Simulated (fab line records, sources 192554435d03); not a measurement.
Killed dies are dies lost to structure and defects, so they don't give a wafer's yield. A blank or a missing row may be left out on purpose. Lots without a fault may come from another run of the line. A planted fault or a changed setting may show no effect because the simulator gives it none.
A struck lot beside a sound one | flow n5_finfet | 18 steps out of a route of 1938
Sound: wafers L433.1, L433.2, L433.3. Struck: wafers L435.4, L435.5, L435.6. The cause comes at the end.
At each step with rows: each side's tool, then ch and its chambers, then its first start. Under that, the readings that differ: sound wafers | struck wafers | difference of the means | sigmas: that difference in standard deviations of wafers without a fault.
alike: readings whose means differ by less than 2 such deviations, and words and numbers that are the same on both sides. not compared: withheld readings, readings that some wafer has no value for, bounds like >300 that may hide the same value, and numbers for which the record gives no deviation and whose values overlap.
The two part at a step that has a row with sigmas, a row that says differs or no value, or rows on one side only. Numbers that don't overlap but have no deviation are shown without sigmas and don't part them. A reading that every wafer of one side lacks parts them only if that side has two wafers or more.

first, 1 step without rows for these wafers: N5_STI_FIN_REVEAL_SRD_21 (time 30 s).
N5_STI_FIN_REVEAL_OXIDATION_33: chemistry O2 PLASMA REMOTE, time 20 s.
  sound on plasma_asher-01 ch 0,1, day 6 07:25; struck on plasma_asher-01 ch 0,1, day 6 20:23
  alike: drypump_motor_current_A, heater_power_w, rf_fwd_power_W
  not compared: rf_hours_counter_h
then, 2 steps without rows for these wafers: N5_STI_FIN_REVEAL_CLEAN_19 (cleans in O3/DIW, time 120 s); N5_STI_FIN_REVEAL_SRD_23 (time 30 s).
N5_STI_FIN_REVEAL_CD_MEAS_22: target cd 6.238 nm, pitch 28 nm.
  sound on cd_sem-01, day 6 07:34; struck on cd_sem-01, day 6 20:32
  alike: cd_nm
N5_STI_FIN_REVEAL_FIN_H_MEAS_10:
  sound on ocd-02, day 6 07:36; struck on ocd-02, day 6 20:34
  alike: trench_depth_nm
then, 2 steps without rows for these wafers: N5_STI_FIN_REVEAL_PRECLEAN_18 (cleans in SC2, time 45 s); N5_STI_FIN_REVEAL_SRD_28 (time 30 s).
N5_STI_FIN_REVEAL_INSPECT_13: inspects for defects (darkfield).
  sound on defect_inspect-02, day 6 07:41; struck on defect_inspect-01, day 6 20:39
  alike: raw_defect_count
then, 2 steps without rows for these wafers: N5_DUMMY_GATE_PRECLEAN_00 (cleans in O3/DIW, time 60 s); N5_DUMMY_GATE_SRD_01 (time 30 s).
N5_DUMMY_GATE_ALD_02: deposits SiO2, target thk 2 nm, pulse time 1 s.
  sound on ald_sin-02 ch 0,1,2, day 6 07:47; struck on ald_sin-02 ch 1,2,3, day 6 20:44
  alike: heater_power_w, precursor_pulse_height_rel
  not compared: since_wet_clean_h
N5_DUMMY_GATE_CVD_03: deposits a-Si from SiH4, target thk 150 nm, time 8042 s.
  sound on lpcvd-02 ch 1/40,1/45,1/50, day 6 07:53; struck on lpcvd-01 ch 1/104,1/109,1/114, day 6 20:50
  reading                                     | sound         | struck       | difference | sigmas
  spike_tc_top_C (C)                          | 564 564 564   | 555 555 555  | -9         | -3
  model.a-Si_of_DUMMY_GATE_CVD_03.thk_nm (nm) | 147 148 147.2 | 98.6 98 98.2 | -49.1      |
  alike: spike_tc_lower_C
then, 2 steps without rows for these wafers: N5_DUMMY_GATE_PRECLEAN_46 (cleans in DIW, time 89.5 s); N5_DUMMY_GATE_SRD_47 (dry time 32 s).
N5_DUMMY_GATE_CMP_04: polishes a-Si.
  sound on cmp-01 ch 1,2,3, day 6 11:45; struck on cmp-01 ch 1,2,3, day 7 00:40
  reading                | sound          | struck      | difference | sigmas
  time_to_endpoint_s (s) | 14.0 12.3 16.7 | 8.2 6.5 7.9 | -6.8       | -3
  alike: motor_current_A
N5_BEOL_M4_RC_MEAS_101:
  the record has rows for the sound wafers here (prober-01 ch 0, day 12 22:23) and none for the struck ones
-- the record jumps here: 10 days lie between the struck wafers' starts before and after (it left off in module BEOL_M4 and takes up again in module PASSIVATION, whose first step shown is number 1936 of the route) --
N5_PASSIVATION_PROBE_49:
  sound on prober-02, day 17 04:38; struck on prober-01, day 17 10:46
  reading                  | sound          | struck         | difference | sigmas
  defect_limited_yield (%) | 92.8 90.2 89.9 | 0 0 0          | -91        | -61
  killed_at_front_end      | 33 27 48       | 1140 1102 1116 | +1083      | +83
  killed_dies              | 85 116 119     | 1180 1180 1180 | +1073      | +63
  killed_on_rim            | 9 13 14        | 152 152 152    | +140       | +37
  sort_bin_5_function (%)  | 3.6 5.1 5.9    | 97.4 96.4 96.1 | +91.8      | +97
  sort_n_pass              | 1095 1064 1061 | 0 0 0          | -1073      | -60
  sort_yield_pct (%)       | 92.8 90.2 89.9 | 0 0 0          | -91        | -61
  alike: killed_at_M0_to_M3, killed_at_M4_up, killed_at_contacts, killed_at_other, killed_open, killed_short, sort_bin_6_memory, sort_bin_8_speed

WHERE THEY PART
First at N5_DUMMY_GATE_CVD_03; last, within this record, at N5_PASSIVATION_PROBE_49.

WHY: what the simulator had put in
Process parameter drift: lpcvd-01, from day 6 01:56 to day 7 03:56, at N5_DUMMY_GATE_CVD_03. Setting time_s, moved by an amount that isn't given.
